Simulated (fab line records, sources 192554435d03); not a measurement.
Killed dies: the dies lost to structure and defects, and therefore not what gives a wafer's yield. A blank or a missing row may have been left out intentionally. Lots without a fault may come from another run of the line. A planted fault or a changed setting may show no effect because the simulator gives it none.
Matching of chambers -- flow n5Finfet -- aldMetal-02 running N5_BEOL_M9_ALD_74: 4 sister chambers
The step deposits TaN, target thk 2 nm, pulse time 2 s, purge time 3 s. 18 wafers are shown with their chamber, then 9 later ones without.

== EACH WAFER AND ITS CHAMBER ==
wafer,chamber,heaterPowerW (W)
L077.2,0,383
L077.5,3,427
L077.6,0,392
L080.1,1,408
L080.4,2,375
L080.5,2,370
L078.1,1,389
L078.3,3,427
L078.6,3,415
L081.2,0,381
L081.4,1,398
L081.6,2,384
L082.1,2,379
L082.2,1,403
L082.4,0,380
L086.1,1,391
L086.2,3,424
L086.4,0,378

SIGNATURES (means of the wafers above)
reading,chamber 0,chamber 1,chamber 2,chamber 3,scatter within a chamber
heaterPowerW,382.80,397.80,377.00,423.25,6.42
Rule: for a wafer and a chamber, the distance is found by dividing, reading by reading, the gap between the wafer's reading and the chamber's mean by the reading's scatter, squaring, summing and taking the root. The wafer belongs to the nearest chamber; if the next one is less than 2 further off, it can't be placed. The scatter: take each reading less its chamber's mean, square it, sum over the shown wafers, divide by the number of wafers less the number of chambers, and take the root.

== WAFERS WITHOUT THEIR CHAMBER ==
wafer,heaterPowerW (W)
L088.1,372
L088.2,388
L088.4,412
L090.1,371
L090.4,397
L090.6,379
L093.1,406
L093.5,406
L093.6,379

== WHICH CHAMBER EACH WENT THROUGH ==
wafer,from the rows above,in truth
L088.1,can't be placed: 2 or 0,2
L088.2,can't be placed: 0 or 1 or 2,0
L088.4,can't be placed: 3 or 1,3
L090.1,can't be placed: 2 or 0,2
L090.4,1,1
L090.6,can't be placed: 2 or 0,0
L093.1,can't be placed: 1 or 3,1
L093.5,can't be placed: 1 or 3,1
L093.6,can't be placed: 2 or 0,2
Correct placement for 1 of the 9. From these rows, 8 cannot be placed; in 8 the true chamber is one of the candidates. 0 placed wrongly.
